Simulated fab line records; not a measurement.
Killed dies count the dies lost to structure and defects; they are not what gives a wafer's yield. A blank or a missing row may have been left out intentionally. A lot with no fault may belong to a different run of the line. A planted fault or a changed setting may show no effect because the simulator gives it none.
fab line records    flow nandHarc
record: lots: 7  wafers: 21  lastDay: 33
route steps=1302 shown A_CHANNEL_HOLE_D2@609 A_CHANNEL_FILL_D2@610 END@1302
lots that met no fault: taken from a fault-free run of the same line
startH: hours from the record's opening day to when the first of the lot's shown wafers began    waitH: hours from the lot's prior step to this one    " the same as in the row above    L1.1+2: a row that stands for several wafers    - no value, or no start was given    * or withheld: withheld    < > ~ a bound
route shown NAME@n: NAME is a module with steps in the file, n the number in the route of the first one    usual: average and standard deviation across the fault-free wafers    same: alike in all rows    chamber/n: place in a boat    sites: per-site readings    _std_site: their standard deviation    _edge_site: mean of outer sites minus mean of inner sites    radiusMm: for every site, how far away it sits from the centre of the wafer    mask NAME#n: copy n    behind: the last tool/chamber to shape the wafer    hold: cause of the lot's hold/its duration in hours/its outcome    device: names the non-switching transistor (n, p or np)    end of line: at the end of the route, the tests of the same wafers    step lacking rows: just its recipe    killed: dies lost to structure and defects at the first sort, not the wafer's yield    map: shows each die of a wafer: x if killed, . if not, _ if none is there
set.NAME: the setting the step ran with; set.NAME@STEP: the setting that earlier step ran with    model.NAME: the simulator's own value behind a step, which no gauge read
a table for each step, a row for each wafer; lots at some steps of the route
services: from which hour (startH, from the record's first day; less than 0 if before it) a tool's chamber was out of use, for how many hours, and why
== steps ==
step: NHARC_A_CHANNEL_HOLE_D2_INSPECT_40
usual: rawDefectCount: 302/90
lot.wafer  tool              chamber  startH  waitH  rawDefectCount
L172.1     defectInspect-01  -        286.58  -      264
L172.3     "                 -        "       "      305
L172.4     "                 -        "       "      312
L173.2     defectInspect-01  -        308.02  -      248
L173.4     "                 -        "       "      176
L173.6     "                 -        "       "      284
L182.1     defectInspect-02  -        402.73  -      284
L182.2     "                 -        "       "      259
L182.6     "                 -        "       "      292
L183.3     defectInspect-01  -        402.85  -      294
L183.4     "                 -        "       "      327
L183.5     "                 -        "       "      324
L184.1     defectInspect-01  -        412.29  -      240
L184.4     "                 -        "       "      235
L184.6     "                 -        "       "      263
L188.1     defectInspect-01  -        457.45  -      419
L188.4     "                 -        "       "      244
L188.5     "                 -        "       "      277
L195.1     defectInspect-02  -        530.46  -      239
L195.2     "                 -        "       "      379
L195.4     "                 -        "       "      246
step: NHARC_A_CHANNEL_FILL_D2_PRECLEAN_00
recipe: timeS: *  tempC: 50  bathAgeMin: 0  chemistry: SC1
step: NHARC_A_CHANNEL_FILL_D2_SRD_01
step: NHARC_A_CHANNEL_FILL_D2_ALD_02
recipe: targetThkA: 60  pulseTimeS: 10  aldCycles: 60  tempC: 300  material: SiO2
usual: heaterPowerW: 482/49  precursorPulseHeightRel: 1.000/0.019
lot.wafer  tool      chamber  startH  waitH  heaterPowerW  precursorPulseHeightRel
L172.4     aldHk-01  0        286.78  -      427           1.008
L172.1     "         1        "       "      526           1.027
L172.3     "         3        "       "      460           0.994
L173.4     aldHk-01  2        309.26  -      489           0.994
L173.2     "         3        "       "      516           1.001
L173.6     "         1        "       "      507           0.994
L182.1     aldHk-01  3        403.08  -      515           0.996
L182.2     "         0        "       "      435           1.011
L182.6     "         2        "       "      499           0.989
L183.4     aldHk-02  3        403.11  -      428           1.002
L183.3     "         0        "       "      581           1.004
L183.5     "         3        "       "      431           0.976
L184.1     aldHk-01  2        412.57  -      493           1.011
L184.4     "         0        "       "      431           1.022
L184.6     "         2        "       "      496           1.007
L188.1     aldHk-03  2        457.64  -      552           0.977
L188.4     "         0        "       "      423           1.027
L188.5     "         3        "       "      497           1.010
L195.2     aldHk-03  1        530.72  -      499           1.013
L195.1     "         2        "       "      555           1.034
L195.4     "         3        "       "      493           1.002
step: NHARC_A_CHANNEL_FILL_D2_ALD_03
recipe: targetThkA: 60  pulseTimeS: 60  aldCycles: 58  tempC: 630  pressureTorr: 2  material: SiNx
step: NHARC_A_CHANNEL_FILL_D2_ALD_14
recipe: targetThkA: 25  pulseTimeS: 10  aldCycles: 25  tempC: 300  material: SiO2
usual: heaterPowerW: 480/56  precursorPulseHeightRel: 0.997/0.022
lot.wafer  tool      chamber  startH  waitH  heaterPowerW  precursorPulseHeightRel
L172.4     aldHk-02  2        293.39  0.0    385           0.987
L172.3     "         3        "       "      456           0.986
L172.1     "         1        "       "      483           0.990
L173.2     aldHk-01  0        316.07  0.0    427           1.045
L173.4     "         3        "       "      515           0.971
L173.6     "         1        "       "      511           0.977
L183.3     aldHk-02  1        409.97  0.0    520           1.024
L183.4     "         2        "       "      374           0.963
L183.5     "         1        "       "      515           0.997
L182.1     aldHk-01  0        410.01  0.1    437           0.998
L182.2     "         1        "       "      513           1.013
L182.6     "         0        "       "      437           1.007
L184.4     aldHk-02  0        419.55  0.0    588           1.003
L184.1     "         1        "       "      520           0.946
L184.6     "         1        "       "      506           0.985
L188.1     aldHk-03  0        464.03  0.1    426           0.999
L188.4     "         2        "       "      554           1.009
L188.5     "         1        "       "      487           1.007
L195.4     aldHk-02  2        537.71  0.1    402           0.971
L195.1     "         3        "       "      432           0.988
L195.2     "         0        "       "      572           0.983
step: NHARC_A_CHANNEL_FILL_D2_ALD_15
recipe: targetThkA: 20  pulseTimeS: 60  aldCycles: 19  tempC: 630  pressureTorr: 2  material: SiNx
step: NHARC_A_CHANNEL_FILL_D2_ALD_16
recipe: targetThkA: 15  pulseTimeS: 10  aldCycles: 15  tempC: 300  material: SiO2
usual: heaterPowerW: 483/55  precursorPulseHeightRel: 0.998/0.017
lot.wafer  tool      chamber  startH  waitH  heaterPowerW  precursorPulseHeightRel
L172.1     aldHk-03  1        301.05  2.6    496           1.017
L172.4     "         2        "       "      533           1.005
L172.3     "         3        "       "      488           0.959
L173.2     aldHk-02  1        321.28  0.1    483           1.000
L173.4     "         2        "       "      387           1.032
L173.6     "         0        "       "      592           1.027
L183.4     aldHk-02  0        415.14  0.1    596           1.001
L183.3     "         2        "       "      376           1.021
L183.5     "         3        "       "      440           0.997
L182.1     aldHk-02  2        415.28  0.2    377           1.017
L182.2     "         0        "       "      582           0.994
L182.6     "         3        "       "      439           0.970
L184.4     aldHk-03  3        424.72  0.0    489           1.016
L184.1     "         0        "       "      427           1.007
L184.6     "         0        "       "      424           1.003
L188.4     aldHk-02  3        469.23  0.1    442           0.999
L188.1     "         1        "       "      507           1.000
L188.5     "         3        "       "      436           0.990
L195.1     aldHk-02  1        544.15  1.4    491           0.999
L195.2     "         2        "       "      392           1.001
L195.4     "         3        "       "      432           1.011
step: NHARC_A_CHANNEL_FILL_D2_ANNEAL_17
recipe: tempC: 850  timeS: 1800
step: NHARC_A_CHANNEL_FILL_D2_CVD_18
recipe: targetThkA: 30  tempC: 550  material: poly-Si
step: NHARC_A_CHANNEL_FILL_D2_ETCHBACK_19
recipe: targetDepthA: 50  timeS: 1.7  hbrFlowSccm: 150  cl2FlowSccm: 50  rfW: 400  icpW: 400  biasW: 100  chemistry: HBr/Cl2
usual: drypumpMotorCurrentA: 5.7/0.36  oesProductAu: 1.001/0.01  throttleValvePct: 26.406/0.0094
lot.wafer  tool      chamber  startH  waitH  drypumpMotorCurrentA  oesProductAu  rfHoursCounterH  throttleValvePct
L172.1     rieSi-03  0        312.92  0.4    5.8                   1.008         0.5              26.404
L172.3     "         1        "       "      5.8                   1.000         0.6              26.410
L172.4     "         2        "       "      5.5                   1.003         0.5              26.414
L173.2     rieSi-06  3        333.05  0.4    5.3                   1.000         0.5              26.391
L173.4     "         2        "       "      5.4                   1.004         0.5              26.406
L173.6     "         3        "       "      5.4                   0.994         -                26.404
L182.1     rieSi-05  1        426.49  0.4    6.2                   0.998         0.9              26.394
L182.2     "         0        "       "      5.8                   0.994         0.8              26.418
L182.6     "         2        "       "      5.9                   1.025         -                26.406
L183.4     rieSi-03  1        426.50  0.4    5.8                   1.012         0.1              26.413
L183.3     "         3        "       "      6.4                   0.996         0.1              26.409
L183.5     "         1        "       "      5.7                   1.014         -                26.400
L184.1     rieSi-03  1        436.60  0.4    5.8                   1.009         0.1              26.419
L184.4     "         3        "       "      6.4                   1.006         0.2              26.401
L184.6     "         1        "       "      5.7                   1.002         -                26.407
L188.4     rieSi-06  3        481.10  0.4    5.3                   1.004         0.3              26.408
L188.1     "         1        "       "      6.0                   0.987         0.3              26.396
L188.5     "         3        "       "      5.3                   1.017         -                26.407
L195.2     rieSi-05  2        557.79  0.4    5.8                   1.016         0.3              26.425
L195.4     "         0        "       "      5.8                   0.997         0.3              26.411
L195.1     "         1        "       "      6.2                   1.009         0.3              26.409
step: NHARC_A_CHANNEL_FILL_D2_ETCHBACK_20
recipe: targetDepthA: 270  timeS: 13.5  c4f8FlowSccm: withheld  o2FlowSccm: 8  arFlowSccm: withheld  rfW: 600  biasW: 1500  chemistry: C4F8/O2/Ar
usual: oesProductAu: 0.978/0.027  rfVppV: 977/5.9
lot.wafer  tool        chamber  startH  waitH  oesProductAu  rfHoursCounterH  rfVppV
L172.3     rieDiel-12  3        313.04  -      1.003         1                981
L172.4     "           1        "       "      0.985         1                977
L172.1     "           2        "       "      1.009         1                971
L173.2     rieDiel-10  0        333.17  -      0.977         3                985
L173.4     "           3        "       "      1.001         1                971
L173.6     "           0        "       "      0.987         -                986
L182.1     rieDiel-12  3        426.62  -      0.987         3                979
L182.2     "           0        "       "      0.987         4                973
L182.6     "           3        "       "      0.983         -                981
L183.4     rieDiel-04  2        426.62  -      1.001         10               969
L183.3     "           1        "       "      0.983         9                972
L183.5     "           2        "       "      1.009         -                969
L184.1     rieDiel-12  1        436.72  -      1.001         4                976
L184.4     "           2        "       "      0.997         4                969
L184.6     "           2        "       "      0.994         -                970
L188.1     rieDiel-12  0        481.22  -      0.962         0                976
L188.4     "           2        "       "      0.967         0                970
L188.5     "           1        "       "      0.969         -                977
L195.1     rieDiel-12  0        557.91  -      0.932         2                974
L195.4     "           1        "       "      0.938         2                976
L195.2     "           3        "       "      0.907         2                982
step: NHARC_A_CHANNEL_FILL_D2_STRIP_28
recipe: timeS: 20  o2FlowSccm: 500  arFlowSccm: 0  biasW: 0  chemistry: O2
usual: biasW: 0/0  chamberPressureMTorr: 60.00/0.056  drypumpMotorCurrentA: 5.61/0.27  oesProductAu: 0.998/0.0097  rfVppV: 57.8/0.88  showerheadPlenumPTorr: 3.51/0.15  throttleValvePct: 17.037/0.0096
lot.wafer  tool        chamber  startH  waitH  biasW  chamberPressureMTorr  drypumpMotorCurrentA  oesProductAu  rfHoursCounterH  rfVppV  showerheadPlenumPTorr  throttleValvePct
L172.1     rieDiel-12  3        313.13  0.1    0      60.00                 5.74                  0.993         1                59.4    3.60                   17.024
L172.3     "           0        "       "      0      60.04                 5.51                  1.000         1                57.7    3.42                   17.043
L172.4     "           2        "       "      0      60.00                 5.71                  1.011         1                58.0    3.32                   17.022
L173.4     rieDiel-10  1        333.27  0.1    0      60.06                 5.53                  1.002         3                57.8    3.74                   17.043
L173.2     "           2        "       "      0      60.09                 5.02                  0.991         3                59.1    3.57                   17.030
L173.6     "           3        "       "      0      59.97                 5.57                  1.004         -                58.1    3.37                   17.043
L182.2     rieDiel-12  1        426.71  0.1    -      -                     -                     -             -                -       -                      -
L182.1     "           3        "       "      -      -                     -                     -             -                -       -                      -
L182.6     "           2        "       "      -      -                     -                     -             -                -       -                      -
L183.3     rieDiel-04  0        426.72  0.1    -      -                     -                     -             -                -       -                      -
L183.4     "           2        "       "      -      -                     -                     -             -                -       -                      -
L183.5     "           0        "       "      -      -                     -                     -             -                -       -                      -
L184.4     rieDiel-12  2        436.82  0.1    -      -                     -                     -             -                -       -                      -
L184.1     "           0        "       "      -      -                     -                     -             -                -       -                      -
L184.6     "           2        "       "      -      -                     -                     -             -                -       -                      -
L188.1     rieDiel-12  1        481.31  0.1    0      60.00                 5.70                  1.009         0                57.4    3.47                   17.028
L188.4     "           2        "       "      0      60.06                 5.67                  1.000         0                56.9    3.32                   17.026
L188.5     "           1        "       "      0      60.13                 5.69                  0.997         -                57.3    3.47                   17.035
L195.4     rieDiel-12  0        558.01  0.1    0      59.94                 5.50                  1.002         2                56.0    3.42                   17.051
L195.1     "           1        "       "      0      59.96                 5.65                  1.005         2                57.4    3.47                   17.040
L195.2     "           3        "       "      0      59.92                 5.73                  0.983         2                58.5    3.60                   17.018
step: NHARC_A_CHANNEL_FILL_D2_PRECLEAN_21
recipe: timeS: 30  chemistry: dHF
step: NHARC_END_SORT_01
recipe: tempC: 25
usual: killedAtArray: 53/19  killedAtOther: 0.7/1.1  killedAtPeriphery: 4.2/2.7  killedDies: 58/18  killedOpen: 3.1/1.9  killedShort: 2.5/1.6
same: grossDies: 677
lot.wafer  tool       chamber  startH  waitH  killedAtArray  killedAtOther  killedAtPeriphery  killedDies  killedOpen  killedShort
L182.1     prober-02  0        662.46  2.5    669            1              7                  677         2           1
L182.2     prober-02  0        663.26  2.8    668            4              5                  677         5           3
L182.6     prober-02  0        666.44  4.0    670            0              7                  677         2           3
L184.1     prober-01  0        662.49  2.5    671            0              6                  677         2           2
L184.4     prober-01  0        664.89  3.4    671            1              5                  677         3           4
L184.6     prober-01  0        666.50  4.0    669            0              8                  677         3           1
L183.3     prober-02  0        671.82  3.1    674            0              3                  677         6           2
L183.4     prober-02  0        672.61  3.4    676            0              1                  677         4           5
L183.5     prober-02  0        673.41  3.7    673            1              3                  677         2           3
L195.1     prober-02  0        792.49  2.5    87             1              4                  92          3           1
L195.2     prober-02  0        793.29  2.8    75             2              1                  78          3           3
L195.4     prober-02  0        794.89  3.4    88             2              4                  94          3           0
killed by level:class
L182.1 A_CHANNEL_FILL_D2:areaStrip=625 A_CHANNEL_HOLE_D1:chamberFilmFlake=18 P_M1:chamberFilmFlake=7 A_CONTACT:chamberFilmFlake=7 A_STAIRCASE:chamberFilmFlake=7 A_BONDPAD:chamberFilmFlake=4 A_SLIT:chamberFilmFlake=3 A_DECK1_JOINT:chamberFilmFlake=2
L184.1 A_CHANNEL_FILL_D2:areaStrip=580 A_SLIT:chamberFilmFlake=35 A_CHANNEL_HOLE_D1:chamberFilmFlake=31 A_CHANNEL_HOLE_D2:chamberFilmFlake=15 P_ZERO_WELL:chamberFilmFlake=3 A_CHANNEL_FILL_D1:geometricParticle:open=2 P_STI:chamberFilmFlake=2 A_CONTACT:chamberFilmFlake=2
L182.2 A_CHANNEL_FILL_D2:areaStrip=613 A_CHANNEL_HOLE_D1:chamberFilmFlake=29 A_STAIRCASE:chamberFilmFlake=6 A_CONTACT:chamberFilmFlake=4 P_M1:chamberFilmFlake=3 A_SLIT:chamberFilmFlake=3 A_BONDPAD:chamberFilmFlake=3 THIN_TSV:chamberFilmFlake=3
L184.4 A_CHANNEL_FILL_D2:areaStrip=592 A_CHANNEL_HOLE_D1:chamberFilmFlake=30 A_SLIT:chamberFilmFlake=21 A_CHANNEL_HOLE_D2:chamberFilmFlake=10 A_BONDPAD:chamberFilmFlake=5 A_CONTACT:chamberFilmFlake=4 P_ZERO_WELL:chamberFilmFlake=2 P_BONDPAD:chamberFilmFlake=2
L182.6 A_CHANNEL_FILL_D2:areaStrip=634 A_CHANNEL_HOLE_D1:chamberFilmFlake=17 P_M1:chamberFilmFlake=6 A_CONTACT:chamberFilmFlake=5 A_BONDPAD:chamberFilmFlake=4 A_STAIRCASE:chamberFilmFlake=3 A_WL_FILL:geometricParticle:short=2 A_DECK1_JOINT:geometricParticle:open=1
L184.6 A_CHANNEL_FILL_D2:areaStrip=588 A_CHANNEL_HOLE_D1:chamberFilmFlake=34 A_SLIT:chamberFilmFlake=17 A_CHANNEL_HOLE_D2:chamberFilmFlake=14 A_BONDPAD:chamberFilmFlake=6 A_CONTACT:chamberFilmFlake=5 P_ZERO_WELL:chamberFilmFlake=4 A_CHANNEL_FILL_D2:chamberFilmFlake=2
L183.3 A_CHANNEL_FILL_D2:areaStrip=615 A_SLIT:chamberFilmFlake=30 A_CHANNEL_HOLE_D2:chamberFilmFlake=12 A_CHANNEL_HOLE_D1:chamberFilmFlake=7 A_M0:geometricParticle:open=4 A_STAIRCASE:chamberFilmFlake=3 P_M0:geometricParticle:open=1 A_ONON_D2:geometricParticle:open=1
L183.4 A_CHANNEL_FILL_D2:areaStrip=627 A_SLIT:chamberFilmFlake=21 A_CHANNEL_HOLE_D1:chamberFilmFlake=6 A_CHANNEL_HOLE_D2:chamberFilmFlake=6 A_STAIRCASE:chamberFilmFlake=4 A_ONON_D1:geometricParticle:short=1 A_CHANNEL_FILL_D1:geometricParticle:short=1 A_ONON_D2:geometricParticle:open=1
L183.5 A_CHANNEL_FILL_D2:areaStrip=624 A_SLIT:chamberFilmFlake=22 A_CHANNEL_HOLE_D2:chamberFilmFlake=15 A_CHANNEL_HOLE_D1:chamberFilmFlake=4 A_ONON_D1:geometricParticle:short=2 P_M1:chamberFilmFlake=2 A_CHANNEL_FILL_D2:chamberFilmFlake=2 P_GATE:geometricParticle:open=1
L195.1 A_SLIT:chamberFilmFlake=37 A_CHANNEL_HOLE_D2:chamberFilmFlake=34 A_CONTACT:chamberFilmFlake=8 P_ZERO_WELL:chamberFilmFlake=3 A_CHANNEL_HOLE_D1:chamberFilmFlake=2 A_WL_FILL:chamberFilmFlake=2 P_GATE:geometricParticle:open=1 A_CHANNEL_FILL_D2:geometricParticle:open=1
L195.2 A_CHANNEL_HOLE_D2:chamberFilmFlake=30 A_SLIT:chamberFilmFlake=27 A_CONTACT:chamberFilmFlake=12 THIN_TSV:chamberFilmFlake=2 P_M1:geometricParticle:open=1 A_CHANNEL_FILL_D1:geometricParticle:short=1 A_DECK1_JOINT:geometricParticle:short=1 A_DECK1_JOINT:geometricParticle:open=1
L195.4 A_CHANNEL_HOLE_D2:chamberFilmFlake=47 A_SLIT:chamberFilmFlake=24 A_CONTACT:chamberFilmFlake=10 A_CHANNEL_FILL_D1:chamberFilmFlake=3 A_CHANNEL_HOLE_D1:chamberFilmFlake=2 P_CONTACT:geometricParticle:open=1 P_M0:geometricParticle:open=1 A_ONON_D2:geometricParticle:open=1
map L182.1 (x killed, . not)
____________x____________
_________xxxxxxx_________
_______xxxxxxxxxxx_______
______xxxxxxxxxxxxx______
_____xxxxxxxxxxxxxxx_____
____xxxxxxxxxxxxxxxxx____
____xxxxxxxxxxxxxxxxx____
___xxxxxxxxxxxxxxxxxxx___
___xxxxxxxxxxxxxxxxxxx___
__xxxxxxxxxxxxxxxxxxxxx__
__xxxxxxxxxxxxxxxxxxxxx__
_xxxxxxxxxxxxxxxxxxxxxxx_
_xxxxxxxxxxxxxxxxxxxxxxx_
_xxxxxxxxxxxxxxxxxxxxxxx_
_xxxxxxxxxxxxxxxxxxxxxxx_
_xxxxxxxxxxxxxxxxxxxxxxx_
xxxxxxxxxxxxxxxxxxxxxxxxx
xxxxxxxxxxxxxxxxxxxxxxxxx
xxxxxxxxxxxxxxxxxxxxxxxxx
xxxxxxxxxxxxxxxxxxxxxxxxx
xxxxxxxxxxxxxxxxxxxxxxxxx
_xxxxxxxxxxxxxxxxxxxxxxx_
_xxxxxxxxxxxxxxxxxxxxxxx_
_xxxxxxxxxxxxxxxxxxxxxxx_
_xxxxxxxxxxxxxxxxxxxxxxx_
_xxxxxxxxxxxxxxxxxxxxxxx_
__xxxxxxxxxxxxxxxxxxxxx__
__xxxxxxxxxxxxxxxxxxxxx__
___xxxxxxxxxxxxxxxxxxx___
___xxxxxxxxxxxxxxxxxxx___
____xxxxxxxxxxxxxxxxx____
____xxxxxxxxxxxxxxxxx____
_____xxxxxxxxxxxxxxx_____
______xxxxxxxxxxxxx______
_______xxxxxxxxxxx_______
_________xxxxxxx_________
____________x____________
map L183.3 (x killed, . not)
____________x____________
_________xxxxxxx_________
_______xxxxxxxxxxx_______
______xxxxxxxxxxxxx______
_____xxxxxxxxxxxxxxx_____
____xxxxxxxxxxxxxxxxx____
____xxxxxxxxxxxxxxxxx____
___xxxxxxxxxxxxxxxxxxx___
___xxxxxxxxxxxxxxxxxxx___
__xxxxxxxxxxxxxxxxxxxxx__
__xxxxxxxxxxxxxxxxxxxxx__
_xxxxxxxxxxxxxxxxxxxxxxx_
_xxxxxxxxxxxxxxxxxxxxxxx_
_xxxxxxxxxxxxxxxxxxxxxxx_
_xxxxxxxxxxxxxxxxxxxxxxx_
_xxxxxxxxxxxxxxxxxxxxxxx_
xxxxxxxxxxxxxxxxxxxxxxxxx
xxxxxxxxxxxxxxxxxxxxxxxxx
xxxxxxxxxxxxxxxxxxxxxxxxx
xxxxxxxxxxxxxxxxxxxxxxxxx
xxxxxxxxxxxxxxxxxxxxxxxxx
_xxxxxxxxxxxxxxxxxxxxxxx_
_xxxxxxxxxxxxxxxxxxxxxxx_
_xxxxxxxxxxxxxxxxxxxxxxx_
_xxxxxxxxxxxxxxxxxxxxxxx_
_xxxxxxxxxxxxxxxxxxxxxxx_
__xxxxxxxxxxxxxxxxxxxxx__
__xxxxxxxxxxxxxxxxxxxxx__
___xxxxxxxxxxxxxxxxxxx___
___xxxxxxxxxxxxxxxxxxx___
____xxxxxxxxxxxxxxxxx____
____xxxxxxxxxxxxxxxxx____
_____xxxxxxxxxxxxxxx_____
______xxxxxxxxxxxxx______
_______xxxxxxxxxxx_______
_________xxxxxxx_________
____________x____________
== services ==
tool        chamber  startH  hours  kind
rieDiel-12  -        268.40  9.0    pm
rieDiel-10  3        281.25  22.6   repair
aldHk-01    -        296.06  10.0   pm
rieDiel-04  1        301.27  1.5    repair
rieSi-05    -        305.00  9.0    pm
rieDiel-10  3        305.16  6.3    repair
rieSi-06    1        333.46  6.0    repair
aldHk-02    -        349.62  10.0   pm
rieDiel-04  -        355.46  9.0    pm
rieDiel-10  -        358.49  0.1    repair
rieSi-06    -        366.08  5.2    repair
rieDiel-10  -        367.48  1.1    repair
rieDiel-12  3        374.37  14.6   repair
rieSi-03    -        387.13  0.3    repair
rieSi-03    -        389.93  0.1    repair
rieSi-03    -        398.00  9.0    pm
rieDiel-12  3        401.67  8.2    repair
aldHk-01    -        419.41  0.3    repair
rieDiel-12  -        445.40  9.0    pm
aldHk-01    -        474.18  10.0   pm
rieSi-03    0        476.38  2.0    repair
rieSi-03    3        478.34  3.8    repair
aldHk-02    -        527.62  10.0   pm
rieDiel-12  3        536.99  7.4    repair
== key ==
firstSign: step: NHARC_A_CHANNEL_FILL_D2_STRIP_28  reading: toolRecord  direction: missing
effect: step: NHARC_END_SORT_01  reading: killedDies  direction: up  sigmas: 34  usual: 58  struck: 677
moreKillsBornAt: NHARC_A_CHANNEL_FILL_D2_STRIP_28@rieDiel-12: 3632  NHARC_A_CHANNEL_FILL_D2_STRIP_28@rieDiel-04: 1866
metAt NHARC_A_CHANNEL_FILL_D2_STRIP_28
struckWafers L182.1,L182.2,L182.6,L183.3,L183.4,L183.5,L184.1,L184.4,L184.6
laterRowsLeftOut L182.1,L182.2,L182.6,L183.3,L183.4,L183.5,L184.1,L184.4,L184.6
testerLeftOut L182,L183,L184
onsetBetween 313.13 426.71
fault: kind: skippedStepWhole  tool: rieDiel-04,rieDiel-12  chamber: -  onsetH: 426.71  steps: NHARC_A_CHANNEL_FILL_D2_STRIP_28  scope: struckLotsOnly
testerLeftOut: of these lots the tester's yield and bins aren't shown, on N5 and GAA mostly nor the transistor test; their killed dies are dies lost to structure and defects alone, not to doping, threshold or leakage, so they don't give the yield
laterRowsLeftOut: the simulator's readings of these wafers behind a module that went badly wrong aren't trusted and aren't shown, but for the sort
